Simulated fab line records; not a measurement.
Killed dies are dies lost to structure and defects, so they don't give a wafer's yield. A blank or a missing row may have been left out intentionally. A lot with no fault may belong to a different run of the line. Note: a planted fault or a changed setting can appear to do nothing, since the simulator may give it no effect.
Lot-split experiment -- flow n5-finfet -- 21 wafers read from 7 lots, route of 1938 steps

THE SPLIT
At N5_BEOL_M14_EXPOSE_25 (exposes mask M14, target cd 280 nm), the setting dose-mj was moved away from the recipe's 26.6 on 5 of the 21 wafers read, by -5.1% to +3.4%. The other wafers ran this setting at the recipe's value.

FROM THE SPLIT TO THE READING: what the file shows between them, 3 steps
- N5_BEOL_M14_PEB_26: peb time 90 s
- N5_BEOL_M14_DEVELOP_27: develop time 45 s
- N5_BEOL_M14_HARDBAKE_32: time 120 s

THE READING
cd-nm, in nm, at N5_BEOL_M14_CD_MEAS_28 (target cd 284.4 nm). On this fab line, fault-free wafers typically give 284.6 nm with a standard deviation of 1.5 nm.

wafer,"tool, chamber at the split",dose-mj as run,against the recipe,"cd-nm, nm",against lot-mates on the recipe
L077.3,"krf-scanner-02, 0",26.6,recipe,285.8,-
L077.4,"krf-scanner-02, 0",26.6,recipe,286.5,-
L077.5,"krf-scanner-02, 0",26.6,recipe,285.3,-
L078.2,"krf-scanner-02, 0",26.6,recipe,285.1,-
L078.5,"krf-scanner-02, 0",26.6,recipe,284.1,-
L078.6,"krf-scanner-02, 0",26.6,recipe,283.4,-
L082.1,"krf-scanner-02, 0",26.6,recipe,282.2,-
L082.2,"krf-scanner-02, 0",26.6,recipe,283.0,-
L082.5,"krf-scanner-02, 0",27.5,+3.4%,288.4,+5.8
L090.1,"krf-scanner-02, 0",26.6,recipe,287.3,-
L090.3,"krf-scanner-02, 0",27.45,+3.2%,289.8,+2.2
L090.6,"krf-scanner-02, 0",26.6,recipe,287.9,-
L091.1,"krf-scanner-01, 0",26.6,recipe,286.0,-
L091.3,"krf-scanner-01, 0",25.24,-5.1%,277.6,-8.4
L091.4,"krf-scanner-01, 0",25.24,-5.1%,276.0,-10.0
L095.1,"krf-scanner-02, 0",26.6,recipe,285.0,-
L095.3,"krf-scanner-02, 0",25.61,-3.7%,279.8,-5.1
L095.5,"krf-scanner-02, 0",26.6,recipe,284.7,-
L097.1,"krf-scanner-02, 0",26.6,recipe,284.9,-
L097.2,"krf-scanner-02, 0",26.6,recipe,284.4,-
L097.4,"krf-scanner-02, 0",26.6,recipe,285.6,-

FIT RESULTS
A straight line over all 21 wafers: cd-nm changes by +1.48 nm for each +1% of dose-mj; r = +0.91; the points scatter about the line by 1.4 nm.
The same after taking each lot's own level away (the mean of its wafers on the recipe; 21 wafers): +1.57 nm for each +1%; r = +0.97; scatter 0.91 nm.
Per that fit: largest dose-mj move, reading shift of 8 nm.
The span of the lots' own levels, 282.60 to 287.60 nm, comes to 3.3 times the standard deviation stated above.
Consequently the slope shifts little with the lot-to-lot level, the two slopes agreeing.
Check: -8.15 nm against its lot-mates is what the line predicts for one of the wafers moved furthest among these (-5.1%) when that wafer is left out of the fit. It came out at -8.4 nm against them.

THE WHOLE CHAIN: every reading that the file lists as answering this split, in the file's order
step,what it does,reading,change (the file's fit),r (the file's)
N5_BEOL_M14_CD_MEAS_28,target cd 284.4 nm,cd-nm,+1.51 nm for each +1% of the setting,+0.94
N5_BEOL_M14_DESCUM_33,"chemistry O2, time 7.9 s","BEOL_M14.cd-nm (the simulator's own value, which no gauge read)",+1.49 nm for each +1% of the setting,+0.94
N5_BEOL_M14_ETCH_68,"etches SOC in N2/H2, time 450 s","BEOL_M14.cd-nm (the simulator's own value, which no gauge read)",+1.66 nm for each +1% of the setting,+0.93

THE FILE'S OWN FIT
cd-nm changes by +1.51 nm for each +1% of dose-mj, r = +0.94.
